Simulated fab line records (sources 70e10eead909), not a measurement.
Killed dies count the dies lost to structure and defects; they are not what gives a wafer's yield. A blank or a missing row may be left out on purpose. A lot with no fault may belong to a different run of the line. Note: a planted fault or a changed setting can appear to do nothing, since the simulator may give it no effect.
Which tool is to blame? + flow nand-harc + 66 wafers from 22 lots sampled at 6 of the route's 1159 steps

## WHAT THE GAUGES SHOWED, per wafer
Not one reading of a measure or inspect step in the record can be checked against a usual standard deviation.

## WHAT TOOL EACH LOT RAN ON (gives the tool, then ch and the chambers of the sampled wafers, and finally the start)
| lot  | NHARC_P_ZERO_WELL_DESCUM_54       | NHARC_P_GATE_STRIP_95                | NHARC_P_M0_DESCUM_14               | NHARC_P_M0_STRIP_18                | NHARC_P_M0_ANNEAL_30             | NHARC_P_M1_ETCH_15             |
|------|-----------------------------------|--------------------------------------|------------------------------------|------------------------------------|----------------------------------|--------------------------------|
| L074 | rie-diel-10 ch 0,3, day 1 17:56   | plasma-asher-02 ch 0,1, day 5 08:10  | rie-diel-05 ch 1,3, day 5 16:20    | rie-diel-05 ch 0,1,2, day 5 16:46  | rtp-anneal-01 ch 0, day 5 18:08  | rie-diel-07 ch 0,3, no start   |
| L076 | rie-diel-03 ch 0,1,3, day 2 06:01 | plasma-asher-01 ch 0,1, day 6 06:14  | rie-diel-05 ch 0,1,3, day 6 14:55  | rie-diel-01 ch 1,3, day 6 15:19    | rtp-anneal-01 ch 0, day 6 16:34  | rie-diel-07 ch 0,2,3, no start |
| L077 | rie-diel-10 ch 1,3, day 2 11:50   | plasma-asher-01 ch 0,1, day 6 18:13  | rie-diel-01 ch 2, day 7 05:38      | rie-diel-10 ch 0,2,3, day 7 06:10  | rtp-anneal-01 ch 0, day 7 07:26  | rie-diel-03 ch 1,2, no start   |
| L078 | rie-diel-05 ch 0,1,3, day 2 17:49 | plasma-asher-02 ch 0,1, day 6 18:30  | rie-diel-05 ch 1,2,3, day 7 06:12  | rie-diel-01 ch 2,3, day 7 06:36    | rtp-anneal-02 ch 0, day 7 08:02  | rie-diel-03 ch 0,3, no start   |
| L079 | rie-diel-10 ch 2,3, day 2 23:49   | plasma-asher-02 ch 0,1, day 6 16:16  | rie-diel-05 ch 0,2, day 7 04:11    | rie-diel-01 ch 1,2, day 7 04:40    | rtp-anneal-02 ch 0, day 7 06:08  | rie-diel-07 ch 0,2,3, no start |
| L080 | rie-diel-03 ch 1,2,3, day 3 05:50 | plasma-asher-02 ch 0,1, day 7 12:08  | rie-diel-01 ch 2,3, day 7 19:58    | rie-diel-10 ch 0,2, day 7 20:22    | rtp-anneal-02 ch 0, day 7 21:40  | rie-diel-06 ch 1,2,3, no start |
| L081 | rie-diel-05 ch 0,1,3, day 3 12:03 | plasma-asher-02 ch 0,1, day 7 09:46  | rie-diel-10 ch 0,2, day 7 18:47    | rie-diel-05 ch 1,2,3, day 7 19:11  | rtp-anneal-02 ch 0, day 7 20:31  | rie-diel-06 ch 1,2,3, no start |
| L082 | rie-diel-05 ch 1,3, day 3 17:50   | plasma-asher-01 ch 0,1, day 7 22:12  | rie-diel-05 ch 0,1,2, day 8 06:19  | rie-diel-01 ch 1,2,3, day 8 06:44  | rtp-anneal-01 ch 0, day 8 08:04  | rie-diel-03 ch 0,1,2, no start |
| L084 | rie-diel-10 ch 1,3, day 4 05:49   | plasma-asher-01 ch 0,1, day 9 07:49  | rie-diel-05 ch 0,1,2, day 10 04:46 | rie-diel-10 ch 2,3, day 10 05:08   | rtp-anneal-01 ch 0, day 10 06:28 | rie-diel-06 ch 0,1,2, no start |
| L085 | rie-diel-05 ch 1,3, day 4 11:50   | plasma-asher-01 ch 0,1, day 9 10:02  | rie-diel-01 ch 0,3, day 10 08:13   | rie-diel-01 ch 0,1,3, day 10 08:38 | rtp-anneal-02 ch 0, day 10 09:59 | rie-diel-06 ch 0,1,2, no start |
| L086 | rie-diel-05 ch 0,1, day 4 18:01   | plasma-asher-02 ch 0,1, day 9 07:24  | rie-diel-10 ch 1,2,3, day 10 04:20 | rie-diel-01 ch 0,1,2, day 10 04:42 | rtp-anneal-02 ch 0, day 10 05:59 | rie-diel-07 ch 1,2,3, no start |
| L087 | rie-diel-03 ch 0,2, day 5 00:25   | plasma-asher-02 ch 0,1, day 9 13:10  | rie-diel-10 ch 1,3, day 10 08:33   | rie-diel-10 ch 0,1, day 10 08:55   | rtp-anneal-02 ch 0, day 10 10:19 | rie-diel-03 ch 0,1,3, no start |
| L088 | rie-diel-05 ch 1,3, day 5 05:50   | plasma-asher-01 ch 0, day 9 20:43    | rie-diel-05 ch 1,2, day 10 09:20   | rie-diel-10 ch 0,1,2, day 10 09:42 | rtp-anneal-02 ch 0, day 10 10:59 | rie-diel-03 ch 0,2,3, no start |
| L089 | rie-diel-05 ch 0,2,3, day 5 11:50 | plasma-asher-02 ch 0,1, day 10 03:02 | rie-diel-05 ch 0,2,3, day 10 16:41 | rie-diel-10 ch 0,2,3, day 10 17:04 | rtp-anneal-02 ch 0, day 10 18:25 | rie-diel-03 ch 0,2,3, no start |
| L090 | rie-diel-03 ch 1,2, day 5 18:11   | plasma-asher-01 ch 0,1, day 10 05:32 | rie-diel-01 ch 0,2, day 10 18:20   | rie-diel-10 ch 1,2,3, day 10 19:06 | rtp-anneal-01 ch 0, day 10 20:22 | rie-diel-07 ch 0,1,3, no start |
| L091 | rie-diel-05 ch 1,2,3, day 6 00:19 | plasma-asher-02 ch 0,1, day 9 21:04  | rie-diel-01 ch 1,2,3, day 10 09:50 | rie-diel-10 ch 0,2,3, day 10 10:13 | rtp-anneal-01 ch 0, day 10 11:35 | rie-diel-03 ch 0,2,3, no start |
| L092 | rie-diel-03 ch 0,2, day 6 05:44   | plasma-asher-02 ch 0,1, day 10 03:48 | rie-diel-05 ch 0,1,3, day 10 17:22 | rie-diel-01 ch 0,1, day 10 17:44   | rtp-anneal-01 ch 0, day 10 19:08 | rie-diel-07 ch 2,3, no start   |
| L093 | rie-diel-03 ch 1,3, day 6 11:56   | plasma-asher-02 ch 0,1, day 10 10:39 | rie-diel-10 ch 0,1, day 10 22:06   | rie-diel-01 ch 1,2, day 10 22:29   | rtp-anneal-01 ch 0, day 11 00:13 | rie-diel-03 ch 0,2,3, no start |
| L094 | rie-diel-03 ch 0,2,3, day 6 17:55 | plasma-asher-01 ch 0,1, day 10 10:07 | rie-diel-10 ch 0,2,3, day 10 21:44 | rie-diel-01 ch 1,2,3, day 10 22:06 | rtp-anneal-02 ch 0, day 10 23:23 | rie-diel-03 ch 0,1,3, no start |
| L095 | rie-diel-10 ch 0,1,2, day 6 23:44 | plasma-asher-01 ch 1, day 10 15:55   | rie-diel-10 ch 0,1, day 10 23:47   | rie-diel-05 ch 0,1,3, day 11 00:09 | rtp-anneal-02 ch 0, day 11 01:26 | rie-diel-07 ch 2,3, no start   |
| L096 | rie-diel-03 ch 1,2,3, day 7 05:47 | plasma-asher-02 ch 0,1, day 10 16:54 | rie-diel-01 ch 0,1,2, day 11 00:56 | rie-diel-10 ch 0,1,3, day 11 01:19 | rtp-anneal-02 ch 0, day 11 02:35 | rie-diel-03 ch 0,1,3, no start |
| L097 | rie-diel-10 ch 0,1, day 7 12:08   | plasma-asher-01 ch 0,1, day 11 02:54 | rie-diel-01 ch 0,1, day 11 15:05   | rie-diel-10 ch 2,3, day 11 15:26   | rtp-anneal-01 ch 0, day 11 16:48 | rie-diel-06 ch 0,2,3, no start |
- NHARC_P_ZERO_WELL_DESCUM_54: chemistry O2, time 3 s.
- NHARC_P_GATE_STRIP_95: strips in O2.
- NHARC_P_M0_DESCUM_14: chemistry O2, time 3 s.
- NHARC_P_M0_STRIP_18: strips in N2/H2.
- NHARC_P_M0_ANNEAL_30: time 90 s.
- NHARC_P_M1_ETCH_15: etches the open film in C4F8/Ar, target depth 182.5 nm, time 91.2 s.

## AS READ BY THE TOOLS THEMSELVES (means over the sampled wafers that have a number; for cases with no such wafer, the mark the record gives instead)
NHARC_P_ZERO_WELL_DESCUM_54.
| lot  | tool        | drypump-motor-current-A (A) | oes-product-au (a.u.) | rf-vpp-V (V) | showerhead-plenum-p-Torr (Torr) | throttle-valve-pct (%) |
|------|-------------|-----------------------------|-----------------------|--------------|---------------------------------|------------------------|
| L074 | rie-diel-10 | 5.4                         | 1.003                 | 56.4         | 1.90                            | 11.318                 |
| L076 | rie-diel-03 | 5.8                         | 0.990                 | 57.6         | 1.90                            | 11.312                 |
| L077 | rie-diel-10 | 5.2                         | 1.002                 | 57.5         | 1.90                            | 11.320                 |
| L078 | rie-diel-05 | 5.5                         | 0.990                 | 57.7         | 1.91                            | 11.302                 |
| L079 | rie-diel-10 | 5.4                         | 1.007                 | 58.7         | 1.92                            | 11.319                 |
| L080 | rie-diel-03 | 5.6                         | 1.002                 | 57.7         | 1.86                            | 11.308                 |
| L081 | rie-diel-05 | 5.5                         | 0.995                 | 58.0         | 1.91                            | 11.310                 |
| L082 | rie-diel-05 | 5.6                         | 0.990                 | 58.1         | 1.98                            | 11.310                 |
| L084 | rie-diel-10 | 5.2                         | 1.011                 | 57.9         | 1.90                            | 11.309                 |
| L085 | rie-diel-05 | 5.6                         | 0.991                 | 58.3         | 1.98                            | 11.316                 |
| L086 | rie-diel-05 | 5.1                         | 0.994                 | 57.9         | 1.91                            | 11.306                 |
| L087 | rie-diel-03 | 5.4                         | 0.977                 | 57.1         | 1.94                            | 11.313                 |
| L088 | rie-diel-05 | 5.6                         | 0.992                 | 57.3         | 1.98                            | 11.303                 |
| L089 | rie-diel-05 | 5.8                         | 0.997                 | 58.3         | 1.85                            | 11.300                 |
| L090 | rie-diel-03 | 5.8                         | 0.991                 | 57.9         | 1.83                            | 11.314                 |
| L091 | rie-diel-05 | 5.5                         | 0.994                 | 57.7         | 1.91                            | 11.313                 |
| L092 | rie-diel-03 | 5.6                         | 0.994                 | 57.7         | 1.98                            | 11.314                 |
| L093 | rie-diel-03 | 5.9                         | 0.989                 | 57.6         | 1.82                            | 11.312                 |
| L094 | rie-diel-03 | 5.6                         | 0.994                 | 58.3         | 1.93                            | 11.305                 |
| L095 | rie-diel-10 | 5.8                         | 0.997                 | 58.2         | 1.89                            | 11.311                 |
| L096 | rie-diel-03 | 5.6                         | 0.990                 | 57.7         | 1.86                            | 11.309                 |
| L097 | rie-diel-10 | 5.5                         | 0.993                 | 57.3         | 1.87                            | 11.308                 |

NHARC_P_GATE_STRIP_95.
| lot  | tool            | drypump-motor-current-A (A) | heater-power-w (W) | temp-c (C) |
|------|-----------------|-----------------------------|--------------------|------------|
| L074 | plasma-asher-02 | 6.3                         | 281                | 249.96     |
| L076 | plasma-asher-01 | 5.8                         | 391                | 249.85     |
| L077 | plasma-asher-01 | 5.8                         | 395                | 250.09     |
| L078 | plasma-asher-02 | 6.3                         | 277                | 250.04     |
| L079 | plasma-asher-02 | 6.0                         | 282                | 250.04     |
| L080 | plasma-asher-02 | 6.3                         | 274                | 250.07     |
| L081 | plasma-asher-02 | 6.0                         | 280                | 249.95     |
| L082 | plasma-asher-01 | 5.6                         | 373                | 250.08     |
| L084 | plasma-asher-01 | 5.6                         | 370                | 249.96     |
| L085 | plasma-asher-01 | 5.8                         | 389                | 250.01     |
| L086 | plasma-asher-02 | 5.9                         | 295                | 250.10     |
| L087 | plasma-asher-02 | 5.9                         | 294                | 250.08     |
| L088 | plasma-asher-01 | 5.5                         | 357                | 250.10     |
| L089 | plasma-asher-02 | 6.3                         | 283                | 249.80     |
| L090 | plasma-asher-01 | 5.8                         | 391                | 249.84     |
| L091 | plasma-asher-02 | 6.3                         | 285                | 249.89     |
| L092 | plasma-asher-02 | 6.3                         | 284                | 250.20     |
| L093 | plasma-asher-02 | 6.0                         | 293                | 249.92     |
| L094 | plasma-asher-01 | 5.8                         | 396                | 250.08     |
| L095 | plasma-asher-01 | 5.9                         | 415                | 249.96     |
| L096 | plasma-asher-02 | 6.0                         | 300                | 250.14     |
| L097 | plasma-asher-01 | 5.7                         | 371                | 250.05     |

NHARC_P_M0_DESCUM_14.
| lot  | tool        | drypump-motor-current-A (A) | oes-product-au (a.u.) | rf-vpp-V (V) | showerhead-plenum-p-Torr (Torr) | throttle-valve-pct (%) |
|------|-------------|-----------------------------|-----------------------|--------------|---------------------------------|------------------------|
| L074 | rie-diel-05 | 5.6                         | 0.996                 | 57.4         | 1.98                            | 11.311                 |
| L076 | rie-diel-05 | 5.5                         | 0.994                 | 58.3         | 1.91                            | 11.313                 |
| L077 | rie-diel-01 | 5.0                         | 0.997                 | 58.7         | 1.95                            | 11.308                 |
| L078 | rie-diel-05 | 5.5                         | 0.993                 | 57.7         | 1.91                            | 11.322                 |
| L079 | rie-diel-05 | 5.7                         | 0.995                 | 57.6         | 1.79                            | 11.306                 |
| L080 | rie-diel-01 | 5.3                         | 1.002                 | 57.8         | 1.86                            | 11.312                 |
| L081 | rie-diel-10 | 6.1                         | 0.984                 | 57.9         | 1.92                            | 11.306                 |
| L082 | rie-diel-05 | 5.4                         | 1.003                 | 56.6         | 1.85                            | 11.313                 |
| L084 | rie-diel-05 | 5.4                         | 1.004                 | 57.9         | 1.84                            | 11.306                 |
| L085 | rie-diel-01 | 5.8                         | 1.000                 | 57.4         | 1.85                            | 11.300                 |
| L086 | rie-diel-10 | 5.5                         | 0.991                 | 58.9         | 1.91                            | 11.309                 |
| L087 | rie-diel-10 | 5.2                         | 0.987                 | 58.5         | 1.88                            | 11.315                 |
| L088 | rie-diel-05 | 5.2                         | 0.995                 | 58.6         | 1.91                            | 11.323                 |
| L089 | rie-diel-05 | 5.8                         | 0.994                 | 58.1         | 1.85                            | 11.301                 |
| L090 | rie-diel-01 | 6.0                         | 1.001                 | 58.3         | 1.94                            | 11.324                 |
| L091 | rie-diel-01 | 5.4                         | 0.997                 | 57.7         | 1.90                            | 11.307                 |
| L092 | rie-diel-05 | 5.5                         | 1.002                 | 57.5         | 1.91                            | 11.316                 |
| L093 | rie-diel-10 | 5.5                         | 0.987                 | 57.3         | 1.87                            | 11.312                 |
| L094 | rie-diel-10 | 5.7                         | 0.992                 | 57.4         | 1.91                            | 11.314                 |
| L095 | rie-diel-10 | 5.7                         | 0.993                 | 57.6         | 1.87                            | 11.313                 |
| L096 | rie-diel-01 | 5.7                         | 0.995                 | 57.6         | 1.94                            | 11.309                 |
| L097 | rie-diel-01 | 6.1                         | 1.002                 | 57.7         | 1.93                            | 11.306                 |

NHARC_P_M0_STRIP_18.
| lot  | tool        | drypump-motor-current-A (A) | oes-product-au (a.u.) | rf-fwd-power-W (W) | rf-vpp-V (V) | showerhead-plenum-p-Torr (Torr) | throttle-valve-pct (%) |
|------|-------------|-----------------------------|-----------------------|--------------------|--------------|---------------------------------|------------------------|
| L074 | rie-diel-05 | 5.4                         | 0.993                 | 997.5              | 90.8         | 1.97                            | 14.164                 |
| L076 | rie-diel-01 | 5.6                         | 1.007                 | 994.8              | 91.0         | 2.02                            | 14.172                 |
| L077 | rie-diel-10 | 5.7                         | 1.004                 | 998.2              | 91.0         | 2.03                            | 14.166                 |
| L078 | rie-diel-01 | 5.3                         | 0.993                 | 997.8              | 90.5         | 2.03                            | 14.172                 |
| L079 | rie-diel-01 | 5.4                         | 1.002                 | 999.0              | 90.3         | 2.07                            | 14.160                 |
| L080 | rie-diel-10 | 6.0                         | 0.989                 | 996.9              | 89.5         | 2.02                            | 14.172                 |
| L081 | rie-diel-05 | 5.6                         | 0.993                 | 995.8              | 90.8         | 2.04                            | 14.164                 |
| L082 | rie-diel-01 | 5.4                         | 1.002                 | 999.6              | 90.5         | 2.03                            | 14.172                 |
| L084 | rie-diel-10 | 5.4                         | 0.981                 | 997.4              | 91.0         | 2.04                            | 14.170                 |
| L085 | rie-diel-01 | 5.9                         | 0.988                 | 998.7              | 91.3         | 2.02                            | 14.173                 |
| L086 | rie-diel-01 | 5.7                         | 0.992                 | 1000.0             | 90.4         | 2.07                            | 14.165                 |
| L087 | rie-diel-10 | 5.7                         | 0.987                 | 1000.9             | 90.9         | 1.99                            | 14.174                 |
| L088 | rie-diel-10 | 5.8                         | 0.979                 | 999.2              | 90.1         | 2.02                            | 14.167                 |
| L089 | rie-diel-10 | 5.7                         | 0.993                 | 996.2              | 90.7         | 2.03                            | 14.179                 |
| L090 | rie-diel-10 | 5.5                         | 0.993                 | 997.2              | 90.8         | 2.03                            | 14.167                 |
| L091 | rie-diel-10 | 5.7                         | 0.990                 | 994.0              | 90.1         | 2.03                            | 14.178                 |
| L092 | rie-diel-01 | 5.8                         | 0.999                 | 999.8              | 90.8         | 2.07                            | 14.169                 |
| L093 | rie-diel-01 | 5.3                         | 1.007                 | 996.5              | 90.9         | 2.08                            | 14.170                 |
| L094 | rie-diel-01 | 5.4                         | 1.000                 | 996.3              | 91.8         | 2.02                            | 14.171                 |
| L095 | rie-diel-05 | 5.5                         | 0.995                 | 996.4              | 90.6         | 2.04                            | 14.171                 |
| L096 | rie-diel-10 | 5.4                         | 0.997                 | 997.5              | 90.8         | 2.00                            | 14.172                 |
| L097 | rie-diel-10 | 5.4                         | 0.997                 | 997.5              | 90.7         | 2.04                            | 14.167                 |

NHARC_P_M0_ANNEAL_30.
| lot  | tool          | anneal-temp-c (C) | wafer_temp_C_max |
|------|---------------|-------------------|------------------|
| L074 | rtp-anneal-01 | 224.91            | 226.36           |
| L076 | rtp-anneal-01 | 224.96            | 226.18           |
| L077 | rtp-anneal-01 | 224.94            | 225.85           |
| L078 | rtp-anneal-02 | 224.84            | 226.14           |
| L079 | rtp-anneal-02 | 224.93            | 226.01           |
| L080 | rtp-anneal-02 | 224.84            | 226.18           |
| L081 | rtp-anneal-02 | 225.13            | 226.04           |
| L082 | rtp-anneal-01 | 224.55            | 226.11           |
| L084 | rtp-anneal-01 | 225.08            | 226.34           |
| L085 | rtp-anneal-02 | 225.02            | 226.31           |
| L086 | rtp-anneal-02 | 224.90            | 226.31           |
| L087 | rtp-anneal-02 | 224.93            | 226.29           |
| L088 | rtp-anneal-02 | 224.99            | 226.13           |
| L089 | rtp-anneal-02 | 224.77            | 226.37           |
| L090 | rtp-anneal-01 | 224.91            | 226.35           |
| L091 | rtp-anneal-01 | 224.95            | 226.37           |
| L092 | rtp-anneal-01 | 224.88            | 226.36           |
| L093 | rtp-anneal-01 | 225.12            | 226.09           |
| L094 | rtp-anneal-02 | 224.94            | 225.97           |
| L095 | rtp-anneal-02 | 224.67            | 226.05           |
| L096 | rtp-anneal-02 | 225.15            | 226.18           |
| L097 | rtp-anneal-01 | 224.89            | 226.00           |

NHARC_P_M1_ETCH_15.
| lot  | tool        | oes-product-au (a.u.) | rf-fwd-power-W (W) | rf-vpp-V (V) |
|------|-------------|-----------------------|--------------------|--------------|
| L074 | rie-diel-07 | 0.971                 | 595.9              | 440.1        |
| L076 | rie-diel-07 | 0.948                 | 598.3              | 441.8        |
| L077 | rie-diel-03 | 0.955                 | 597.5              | 439.4        |
| L078 | rie-diel-03 | 0.965                 | 594.9              | 442.3        |
| L079 | rie-diel-07 | 0.924                 | 596.4              | 441.1        |
| L080 | rie-diel-06 | 0.938                 | 594.3              | 439.4        |
| L081 | rie-diel-06 | 0.965                 | 596.9              | 438.8        |
| L082 | rie-diel-03 | 0.963                 | 596.4              | 440.1        |
| L084 | rie-diel-06 | 0.955                 | 596.0              | 439.7        |
| L085 | rie-diel-06 | 0.967                 | 595.1              | 440.1        |
| L086 | rie-diel-07 | 0.977                 | 594.0              | 440.8        |
| L087 | rie-diel-03 | 0.964                 | 596.6              | 440.6        |
| L088 | rie-diel-03 | 0.965                 | 597.6              | 440.9        |
| L089 | rie-diel-03 | 0.958                 | 596.4              | 440.8        |
| L090 | rie-diel-07 | 0.978                 | 596.8              | 439.5        |
| L091 | rie-diel-03 | 0.969                 | 594.1              | 440.5        |
| L092 | rie-diel-07 | 0.962                 | 597.6              | 440.5        |
| L093 | rie-diel-03 | 0.957                 | 596.9              | 441.3        |
| L094 | rie-diel-03 | 0.965                 | 596.4              | 439.9        |
| L095 | rie-diel-07 | 0.970                 | 595.9              | 440.7        |
| L096 | rie-diel-03 | 0.966                 | 597.7              | 439.8        |
| L097 | rie-diel-06 | 0.971                 | 591.8              | 439.5        |

## THE ANSWER, worked out from the rows above alone
Rule: the lots themselves supply what counts as usual. The widest of any qualifying gaps counts: lots, ordered by their means at a reading, are off when they make up no more than a third of the lots, leave a main group of 4 or more, and stand apart from it by 3 or more times the standard deviation of that group's means. A main group whose means are all the same, to the digits that the tables above print for the reading, isn't used. A lot without any number at a reading at which 4 lots or more have one is off too. Where the step has rows for the other lots, those lots are counted as sound. After the gauges, taken in route order, come the tools' own readings; for these a lot's mean is taken, as printed above. The first step at which some lot is off is used, and at that step the reading that is off furthest; a lot without a number counts as furthest.
No lot is off on any of the readings shown, so nothing can be concluded from this.

## WHAT THE SIMULATOR PUT IN
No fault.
